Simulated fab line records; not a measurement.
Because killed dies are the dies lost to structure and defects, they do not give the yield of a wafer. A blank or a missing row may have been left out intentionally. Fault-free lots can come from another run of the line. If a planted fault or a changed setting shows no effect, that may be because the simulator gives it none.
Which tool did it? :: flow n5_finfet :: 24 lots with 72 wafers sampled at 3 steps, on a route of 1938 steps

## WHAT EACH GAUGE READ, for each wafer
N5_BEOL_M8_CD_MEAS_35: the cd target is 40 nm. Usual: cd_nm reads 40.3 nm (standard deviation 0.49).
lot: L074
measured: day 9 04:44
on: cd_sem-01
cd_nm (nm): 41.1 39.9 40.0
flag: 

lot: L076
measured: day 9 14:46
on: cd_sem-02
cd_nm (nm): 40.4 39.9 40.5
flag: 

lot: L075
measured: day 9 23:20
on: cd_sem-01
cd_nm (nm): 40.9 41.3 41.0
flag: 

lot: L077
measured: day 10 09:23
on: cd_sem-03
cd_nm (nm): 40.3 41.0 40.7
flag: 

lot: L078
measured: day 10 22:13
on: cd_sem-01
cd_nm (nm): 40.5 40.4 40.1
flag: 

lot: L079
measured: day 11 07:49
on: cd_sem-01
cd_nm (nm): 40.1 40.0 40.3
flag: 

lot: L080
measured: day 11 14:23
on: cd_sem-01
cd_nm (nm): 40.7 39.8 39.4
flag: 

lot: L083
measured: day 11 21:35
on: cd_sem-02
cd_nm (nm): 40.2 40.2 40.4
flag: 

lot: L081
measured: day 12 07:56
on: cd_sem-01
cd_nm (nm): 39.7 40.0 39.8
flag: 

lot: L082
measured: day 12 08:48
on: cd_sem-01
cd_nm (nm): 40.0 40.5 40.0
flag: 

lot: L084
measured: day 12 18:28
on: cd_sem-03
cd_nm (nm): 40.5 40.9 40.7
flag: 

lot: L085
measured: day 13 00:38
on: cd_sem-03
cd_nm (nm): 39.6 39.7 40.0
flag: 

lot: L089
measured: day 13 09:40
on: cd_sem-03
cd_nm (nm): 40.0 40.0 39.7
flag: 

lot: L086
measured: day 13 10:04
on: cd_sem-03
cd_nm (nm): 39.9 40.0 39.2
flag: 

lot: L087
measured: day 13 18:26
on: cd_sem-01
cd_nm (nm): 39.8 40.0 40.3
flag: 

lot: L088
measured: day 13 18:50
on: cd_sem-01
cd_nm (nm): 40.3 40.7 40.2
flag: 

lot: L090
measured: day 14 01:52
on: cd_sem-01
cd_nm (nm): 40.1 39.7 40.6
flag: 

lot: L092
measured: day 14 04:44
on: cd_sem-03
cd_nm (nm): 40.5 41.2 41.0
flag: 

lot: L093
measured: day 14 07:02
on: cd_sem-02
cd_nm (nm): 40.1 39.9 39.6
flag: 

lot: L091
measured: day 14 11:46
on: cd_sem-01
cd_nm (nm): 40.5 40.1 40.4
flag: 

lot: L094
measured: day 15 05:39
on: cd_sem-01
cd_nm (nm): 40.4 40.4 40.7
flag: 

lot: L095
measured: day 15 06:02
on: cd_sem-03
cd_nm (nm): 39.9 39.7 39.4
flag: 

lot: L097
measured: day 15 16:23
on: cd_sem-03
cd_nm (nm): 40.7 41.1 40.5
flag: 

lot: L096
measured: day 16 10:44
on: cd_sem-01
cd_nm (nm): 40.0 40.3 40.0
flag: 

N5_BEOL_M9_OVL_MEAS_12. Usual: for M9_OVL the level is -0.7 nm and the standard deviation is 0.71.
lot: L074
measured: day 9 09:41
on: overlay-02
M9_OVL (nm): -1.1 -1.6 -0.5
flag: 

lot: L076
measured: day 9 20:41
on: overlay-01
M9_OVL (nm): -0.9 -1.2 -0.8
flag: 

lot: L075
measured: day 10 06:22
on: overlay-01
M9_OVL (nm): -1.4 -0.5 -2.1
flag: 

lot: L077
measured: day 10 16:49
on: overlay-02
M9_OVL (nm): -0.7 -0.7 -0.7
flag: 

lot: L078
measured: day 11 02:47
on: overlay-02
M9_OVL (nm): 0.0 -1.5 -0.4
flag: 

lot: L079
measured: day 11 13:11
on: overlay-01
M9_OVL (nm): -0.9 0.4 0.0
flag: 

lot: L080
measured: day 11 21:19
on: overlay-01
M9_OVL (nm): -1.2 -0.2 -0.3
flag: 

lot: L083
measured: day 12 04:02
on: overlay-01
M9_OVL (nm): -0.4 -1.0 -1.1
flag: 

lot: L081
measured: day 12 13:19
on: overlay-01
M9_OVL (nm): -0.1 0.1 -0.5
flag: 

lot: L082
measured: day 12 13:32
on: overlay-02
M9_OVL (nm): -0.3 -0.6 -0.8
flag: 

lot: L084
measured: day 12 22:47
on: overlay-01
M9_OVL (nm): 0.3 0.4 0.6
flag: 

lot: L085
measured: day 13 06:06
on: overlay-02
M9_OVL (nm): -1.5 -0.6 -0.4
flag: 

lot: L089
measured: day 13 15:31
on: overlay-02
M9_OVL (nm): 0.2 -1.3 -0.3
flag: 

lot: L086
measured: day 13 15:53
on: overlay-02
M9_OVL (nm): -1.8 -0.7 -1.0
flag: 

lot: L087
measured: day 13 22:55
on: overlay-02
M9_OVL (nm): -0.5 -0.8 -0.7
flag: 

lot: L088
measured: day 14 00:02
on: overlay-01
M9_OVL (nm): -1.1 -1.5 -1.7
flag: 

lot: L090
measured: day 14 05:30
on: overlay-01
M9_OVL (nm): -0.1 -1.8 -0.5
flag: 

lot: L092
measured: day 14 10:17
on: overlay-02
M9_OVL (nm): 1.3 -0.2 -0.2
flag: 

lot: L093
measured: day 14 11:28
on: overlay-01
M9_OVL (nm): -1.0 0.4 -1.2
flag: 

lot: L091
measured: day 14 16:37
on: overlay-01
M9_OVL (nm): -1.5 -0.8 -1.3
flag: 

lot: L094
measured: day 15 11:09
on: overlay-02
M9_OVL (nm): -1.4 -0.6 -0.6
flag: 

lot: L095
measured: day 15 11:19
on: overlay-01
M9_OVL (nm): -0.2 -1.7 -0.5
flag: 

lot: L097
measured: day 15 23:55
on: overlay-01
M9_OVL (nm): 0.6 -0.6 0.3
flag: 

lot: L096
measured: day 16 17:34
on: overlay-01
M9_OVL (nm): -1.1 -2.0 -1.1
flag: 

## EACH LOT AND THE TOOL THAT RAN IT (in order: tool; ch and the chambers of the sampled wafers; start)
lot: L074
N5_BEOL_M8_DEGAS_44: pvd_sputter-03, day 9 05:13

lot: L076
N5_BEOL_M8_DEGAS_44: pvd_sputter-02, day 9 15:25

lot: L075
N5_BEOL_M8_DEGAS_44: pvd_sputter-03, day 10 00:02

lot: L077
N5_BEOL_M8_DEGAS_44: pvd_sputter-02, day 10 11:21

lot: L078
N5_BEOL_M8_DEGAS_44: pvd_sputter-03, day 10 22:55

lot: L079
N5_BEOL_M8_DEGAS_44: pvd_sputter-02, day 11 08:30

lot: L080
N5_BEOL_M8_DEGAS_44: pvd_sputter-02, day 11 16:07

lot: L083
N5_BEOL_M8_DEGAS_44: pvd_sputter-03, day 11 22:02

lot: L081
N5_BEOL_M8_DEGAS_44: pvd_sputter-03, day 12 08:49

lot: L082
N5_BEOL_M8_DEGAS_44: pvd_sputter-03, day 12 09:26

lot: L084
N5_BEOL_M8_DEGAS_44: pvd_sputter-03, day 12 19:14

lot: L085
N5_BEOL_M8_DEGAS_44: pvd_sputter-03, day 13 01:04

lot: L089
N5_BEOL_M8_DEGAS_44: pvd_sputter-02, day 13 10:04

lot: L086
N5_BEOL_M8_DEGAS_44: pvd_sputter-03, day 13 10:26

lot: L087
N5_BEOL_M8_DEGAS_44: pvd_sputter-02, day 13 18:59

lot: L088
N5_BEOL_M8_DEGAS_44: pvd_sputter-01, day 13 19:14

lot: L090
N5_BEOL_M8_DEGAS_44: pvd_sputter-01, day 14 02:13

lot: L092
N5_BEOL_M8_DEGAS_44: pvd_sputter-03, day 14 05:38

lot: L093
N5_BEOL_M8_DEGAS_44: pvd_sputter-02, day 14 07:40

lot: L091
N5_BEOL_M8_DEGAS_44: pvd_sputter-01, day 14 12:29

lot: L094
N5_BEOL_M8_DEGAS_44: pvd_sputter-03, day 15 06:36

lot: L095
N5_BEOL_M8_DEGAS_44: pvd_sputter-03, day 15 06:41

lot: L097
N5_BEOL_M8_DEGAS_44: pvd_sputter-03, day 15 16:54

lot: L096
N5_BEOL_M8_DEGAS_44: pvd_sputter-01, day 16 11:16
- N5_BEOL_M8_DEGAS_44: time 60 s.

## AS READ BY THE TOOLS THEMSELVES (means over the sampled wafers that have a number; for cases with no such wafer, the mark the record gives instead)
N5_BEOL_M8_DEGAS_44. Usual: heater_power_w reads 327 W (standard deviation 33).
lot: L074
tool: pvd_sputter-03
heater_power_w (W): 327
flag: 

lot: L076
tool: pvd_sputter-02
heater_power_w (W): 309
flag: 

lot: L075
tool: pvd_sputter-03
heater_power_w (W): 332
flag: 

lot: L077
tool: pvd_sputter-02
heater_power_w (W): 305
flag: 

lot: L078
tool: pvd_sputter-03
heater_power_w (W): 325
flag: 

lot: L079
tool: pvd_sputter-02
heater_power_w (W): 342
flag: 

lot: L080
tool: pvd_sputter-02
heater_power_w (W): 310
flag: 

lot: L083
tool: pvd_sputter-03
heater_power_w (W): 346
flag: 

lot: L081
tool: pvd_sputter-03
heater_power_w (W): 321
flag: 

lot: L082
tool: pvd_sputter-03
heater_power_w (W): 331
flag: 

lot: L084
tool: pvd_sputter-03
heater_power_w (W): 341
flag: 

lot: L085
tool: pvd_sputter-03
heater_power_w (W): 337
flag: 

lot: L089
tool: pvd_sputter-02
heater_power_w (W): 346
flag: 

lot: L086
tool: pvd_sputter-03
heater_power_w (W): 332
flag: 

lot: L087
tool: pvd_sputter-02
heater_power_w (W): 342
flag: 

lot: L088
tool: pvd_sputter-01
heater_power_w (W): 338
flag: 

lot: L090
tool: pvd_sputter-01
heater_power_w (W): 309
flag: 

lot: L092
tool: pvd_sputter-03
heater_power_w (W): 328
flag: 

lot: L093
tool: pvd_sputter-02
heater_power_w (W): 305
flag: 

lot: L091
tool: pvd_sputter-01
heater_power_w (W): 334
flag: 

lot: L094
tool: pvd_sputter-03
heater_power_w (W): 335
flag: 

lot: L095
tool: pvd_sputter-03
heater_power_w (W): 346
flag: 

lot: L097
tool: pvd_sputter-03
heater_power_w (W): 319
flag: 

lot: L096
tool: pvd_sputter-01
heater_power_w (W): 342
flag: 

## THE ANSWER, worked out from the rows above alone
Rule: a lot is off if the mean of its wafers that have a number lies more than 3 standard deviations from the usual mean. A lot without any number at a reading at which 4 lots or more have one is off too. Any other lot the step has rows for is counted as sound. First the gauges in route order, then the tools' own readings, where a lot's mean is used as printed above. The first step at which some lot is off is used, and at that step the reading that is off furthest; a lot without a number counts as furthest.
Across all readings shown, no lot is off: no conclusion can be drawn from this.

## WHAT THE SIMULATOR HAD INSERTED
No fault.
